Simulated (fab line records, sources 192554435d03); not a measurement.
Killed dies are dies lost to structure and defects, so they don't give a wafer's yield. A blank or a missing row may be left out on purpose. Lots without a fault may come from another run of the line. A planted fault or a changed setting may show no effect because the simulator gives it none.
Chamber matching | flow n5_finfet | N5_BEOL_M15_ETCH_61 on rie_diel-06: 4 sister chambers
The step etches BARC in N2/H2, target depth 89 nm, overetch 26.7 nm, time 67.9 s. 14 wafers are shown with their chamber, then 7 later ones without.

WAFERS WITH THEIR CHAMBER
wafer  | chamber | showerhead_plenum_p_Torr (Torr) | drypump_motor_current_A (A) | throttle_valve_pct (%)
L080.4 | 2       | 2.63                            | 5.38                        | 17.93
L080.5 | 3       | 2.67                            | 5.91                        | 17.45
L080.6 | 0       | 2.51                            | 5.80                        | 17.72
L084.1 | 0       | 2.51                            | 5.80                        | 17.72
L084.2 | 3       | 2.66                            | 5.93                        | 17.47
L084.6 | 1       | 2.50                            | 5.30                        | 18.07
L085.1 | 1       | 2.50                            | 5.31                        | 18.09
L085.5 | 1       | 2.50                            | 5.30                        | 18.07
L085.6 | 0       | 2.50                            | 5.76                        | 17.75
L089.1 | 2       | 2.63                            | 5.44                        | 17.96
L089.3 | 0       | 2.50                            | 5.80                        | 17.76
L089.4 | 1       | 2.50                            | 5.30                        | 18.07
L088.1 | 2       | 2.62                            | 5.45                        | 17.98
L088.4 | 0       | 2.50                            | 5.81                        | 17.77

SIGNATURES (means of the wafers above)
reading                  | chamber 0 | chamber 1 | chamber 2 | chamber 3 | scatter within a chamber
showerhead_plenum_p_Torr | 2.5040    | 2.5000    | 2.6267    | 2.6650    | 0.00486
drypump_motor_current_A  | 5.7940    | 5.3025    | 5.4233    | 5.9200    | 0.0216
throttle_valve_pct       | 17.7440   | 18.0750   | 17.9567   | 17.4600   | 0.0197
Rule: a wafer's distance from a chamber is the root of the sum, over the readings, of the square of ((its reading less the chamber's mean) divided by the reading's scatter). The wafer belongs to the nearest chamber; if the next one is less than 2 further off, it can't be placed. The scatter: the root of (the sum of the squares of (reading less its chamber's mean) over the shown wafers, divided by (wafers less chambers)).

WAFERS WITHOUT THEIR CHAMBER
wafer  | showerhead_plenum_p_Torr (Torr) | drypump_motor_current_A (A) | throttle_valve_pct (%)
L088.5 | 2.63                            | 5.42                        | 17.97
L090.3 | 2.62                            | 5.43                        | 17.97
L090.5 | 2.66                            | 5.89                        | 17.49
L090.6 | 2.50                            | 5.75                        | 17.78
L096.1 | 2.49                            | 5.29                        | 17.65
L096.4 | 2.49                            | 5.77                        | 17.78
L096.6 | 2.65                            | 5.90                        | 17.51

WHICH CHAMBER EACH WENT THROUGH
wafer  | from the rows above | in truth
L088.5 | 2                   | 2
L090.3 | 2                   | 2
L090.5 | 3                   | 3
L090.6 | 0                   | 0
L096.1 | 1                   | 1
L096.4 | 0                   | 0
L096.6 | 3                   | 3
Placed correctly: 7 of 7. Can't be placed from these rows: 0. Placed wrongly: 0.
